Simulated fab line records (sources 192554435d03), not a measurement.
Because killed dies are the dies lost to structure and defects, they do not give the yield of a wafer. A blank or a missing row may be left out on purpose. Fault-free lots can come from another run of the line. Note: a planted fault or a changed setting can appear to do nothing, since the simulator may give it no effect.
Matching of chambers -- flow n5_finfet -- 4 sister chambers for N5_MOL_CONTACT_COAG_ALD_123 on ald_sin-01
The step deposits SiNx, target thk 5 nm, pulse time 1 s, purge time 2 s. 22 wafers are shown with their chamber, then 11 later ones without.

== EACH WAFER AND ITS CHAMBER ==
wafer,chamber,heater_power_w (W),precursor_pulse_height_rel
L075.1,0,797,1.010
L075.2,1,989,0.996
L075.4,3,756,0.987
L078.1,0,776,1.010
L078.4,3,748,0.980
L078.5,3,736,1.036
L080.1,1,1007,0.984
L080.3,3,743,1.043
L080.4,2,918,1.032
L082.3,0,794,1.011
L082.4,1,1005,1.013
L082.6,2,922,0.999
L084.2,3,752,1.013
L084.4,1,1014,0.967
L084.6,1,1000,1.010
L088.1,1,995,0.996
L088.2,2,913,0.988
L088.3,3,758,0.966
L091.1,3,759,0.997
L091.2,0,791,1.017
L091.3,2,891,1.017
L091.4,1,987,1.002

SIGNATURES (means of the wafers above)
reading,chamber 0,chamber 1,chamber 2,chamber 3,scatter within a chamber
heater_power_w,789.50,999.57,911.00,750.29,10.1
precursor_pulse_height_rel,1.01200,0.99543,1.00900,1.00314,0.0206
Rule: distance of a wafer from a chamber = root of the sum over the readings of ((wafer's reading minus chamber's mean) / reading's scatter) squared. The wafer belongs to the nearest chamber; if the next one is less than 2 further off, it can't be placed. The scatter is the square root of a quotient: the sum, over the shown wafers, of each reading's squared deviation from its chamber's mean, divided by wafers minus chambers.

== WAFERS WITHOUT THEIR CHAMBER ==
wafer,heater_power_w (W),precursor_pulse_height_rel
L091.5,934,1.001
L091.6,987,1.000
L095.1,1033,1.001
L095.2,726,0.944
L095.4,784,1.005
L096.4,907,0.993
L096.5,945,0.997
L096.6,770,0.988
L097.2,794,0.985
L097.4,1014,0.987
L097.5,746,1.032

== WHICH CHAMBER EACH ONE RAN IN ==
wafer,from the rows above,in truth
L091.5,2,2
L091.6,1,1
L095.1,1,1
L095.2,3,3
L095.4,0,0
L096.4,2,2
L096.5,can't be placed: 2 or 1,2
L096.6,can't be placed: 3 or 0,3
L097.2,0,0
L097.4,1,1
L097.5,3,3
Correctly placed: 9 of 11. Cannot be placed on the basis of these rows: 2; the candidates contain the true chamber in 2. Number placed wrongly: 0.
